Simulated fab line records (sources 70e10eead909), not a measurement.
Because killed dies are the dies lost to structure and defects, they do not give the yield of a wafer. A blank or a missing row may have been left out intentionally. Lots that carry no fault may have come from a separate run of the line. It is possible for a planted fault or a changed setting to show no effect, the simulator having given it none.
Matching of chambers || flow nand harc || NHARC_A_CHANNEL_HOLE_D2_ETCH_44 on rie diel-13: 4 sister chambers
The step etches the open film in CF4/O2, target depth 140 nm, overetch 14 nm, time 77 s. 4 wafers are shown with their chamber, then 7 later ones without.

EACH WAFER AND ITS CHAMBER
{"wafer": "L080.6", "chamber": 2, "rf vpp V (V)": 197.7}
{"wafer": "L084.5", "chamber": 3, "rf vpp V (V)": 197.9}
{"wafer": "L089.1", "chamber": 0, "rf vpp V (V)": 197.4}
{"wafer": "L089.2", "chamber": 1, "rf vpp V (V)": 196.4}

WAFERS WITH NO CHAMBER GIVEN
{"wafer": "L089.3", "rf vpp V (V)": 198.9}
{"wafer": "L091.3", "rf vpp V (V)": 195.7}
{"wafer": "L091.4", "rf vpp V (V)": 195.9}
{"wafer": "L091.6", "rf vpp V (V)": 195.4}
{"wafer": "L093.3", "rf vpp V (V)": 198.0}
{"wafer": "L093.5", "rf vpp V (V)": 196.4}
{"wafer": "L093.6", "rf vpp V (V)": 196.9}

WHICH CHAMBER EACH WENT THROUGH
{"wafer": "L089.3", "from the rows above": "can't be placed: 3 or 2 or 0", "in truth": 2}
{"wafer": "L091.3", "from the rows above": "can't be placed: 1 or 0 or 2", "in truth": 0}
{"wafer": "L091.4", "from the rows above": "can't be placed: 1 or 0 or 2", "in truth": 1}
{"wafer": "L091.6", "from the rows above": "can't be placed: 1 or 0 or 2", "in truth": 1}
{"wafer": "L093.3", "from the rows above": "can't be placed: 3 or 2 or 0", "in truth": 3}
{"wafer": "L093.5", "from the rows above": "can't be placed: 1 or 0 or 2", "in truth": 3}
{"wafer": "L093.6", "from the rows above": "can't be placed: 0 or 1 or 2 or 3", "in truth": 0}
Placed correctly: 0 of 7. Cannot be placed on the basis of these rows: 7; the candidates contain the true chamber in 6. Number placed wrongly: 0.
How it was worked out, from the rows above alone: a wafer's distance from a chamber is the root of the sum, over the readings, of the square of ((its reading less the chamber's mean) divided by the reading's scatter). If the next closest chamber is less than 2 further off than the closest, the wafer can't be placed; otherwise it belongs to the closest. Each chamber's mean is taken over the wafers shown for it. The scatter: with one shown wafer a chamber, the root of the mean of the squares of how far each hidden wafer lies from its nearest shown one.
